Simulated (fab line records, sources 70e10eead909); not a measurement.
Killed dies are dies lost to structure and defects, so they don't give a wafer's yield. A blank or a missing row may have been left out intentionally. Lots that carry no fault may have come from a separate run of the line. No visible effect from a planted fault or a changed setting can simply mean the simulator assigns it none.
Matching of chambers + flow nand_harc + 4 sister chambers for NHARC_A_CONTACT_ETCH_90 on rie_diel-02
The step etches the open film in CH3F/O2, target depth 40 nm, time 85.7 s. 14 wafers are shown with their chamber, then 7 later ones without.

== EACH WAFER AND ITS CHAMBER ==
| wafer  | chamber | showerhead_plenum_p_Torr (Torr) | drypump_motor_current_A (A) | rf_vpp_V (V) |
|--------|---------|---------------------------------|-----------------------------|--------------|
| L079.2 | 3       | 2.52                            | 6.10                        | 245.4        |
| L079.4 | 0       | 2.36                            | 5.84                        | 243.0        |
| L079.6 | 0       | 2.36                            | 5.83                        | 242.9        |
| L083.1 | 2       | 2.62                            | 5.17                        | 245.9        |
| L083.3 | 1       | 2.31                            | 5.50                        | 241.5        |
| L083.5 | 3       | 2.51                            | 6.07                        | 243.8        |
| L087.1 | 2       | 2.62                            | 5.14                        | 247.9        |
| L087.2 | 0       | 2.35                            | 5.84                        | 242.1        |
| L087.4 | 1       | 2.31                            | 5.49                        | 241.1        |
| L085.1 | 0       | 2.35                            | 5.82                        | 241.9        |
| L085.3 | 2       | 2.62                            | 5.19                        | 246.7        |
| L085.5 | 1       | 2.31                            | 5.48                        | 242.7        |
| L089.3 | 0       | 2.35                            | 5.84                        | 241.4        |
| L089.4 | 2       | 2.62                            | 5.14                        | 246.9        |

SIGNATURES (averages over the wafers above)
| reading                  | chamber 0 | chamber 1 | chamber 2 | chamber 3 | scatter within a chamber |
|--------------------------|-----------|-----------|-----------|-----------|--------------------------|
| showerhead_plenum_p_Torr | 2.3540    | 2.3100    | 2.6200    | 2.5150    | 0.00412                  |
| drypump_motor_current_A  | 5.8340    | 5.4900    | 5.1600    | 6.0850    | 0.0166                   |
| rf_vpp_V                 | 242.260   | 241.767   | 246.850   | 244.600   | 0.809                    |
Rule: distance of a wafer from a chamber = root of the sum over the readings of ((wafer's reading minus chamber's mean) / reading's scatter) squared. If the next closest chamber is less than 2 further off than the closest, the wafer can't be placed; otherwise it belongs to the closest. How the scatter is found: for the shown wafers, subtract from each reading the mean of its chamber, square and add these, divide the total by (wafers less chambers), then take the root.

== WAFERS MISSING THEIR CHAMBER ==
| wafer  | showerhead_plenum_p_Torr (Torr) | drypump_motor_current_A (A) | rf_vpp_V (V) |
|--------|---------------------------------|-----------------------------|--------------|
| L089.5 | 2.62                            | 5.16                        | 246.0        |
| L094.1 | 2.30                            | 5.50                        | 243.6        |
| L094.2 | 2.34                            | 5.85                        | 241.5        |
| L094.5 | 2.30                            | 5.49                        | 242.0        |
| L094.3 | 2.61                            | 5.16                        | 245.3        |
| L094.4 | 2.50                            | 6.10                        | 244.7        |
| L094.6 | 2.34                            | 5.84                        | 242.8        |

== WHICH CHAMBER EACH WENT THROUGH ==
| wafer  | from the rows above | in truth |
|--------|---------------------|----------|
| L089.5 | 2                   | 2        |
| L094.1 | 1                   | 1        |
| L094.2 | 0                   | 0        |
| L094.5 | 1                   | 1        |
| L094.3 | 2                   | 2        |
| L094.4 | 3                   | 3        |
| L094.6 | 0                   | 0        |
Correctly placed: 7 of 7. Not placeable from these rows: 0. 0 placed wrongly.
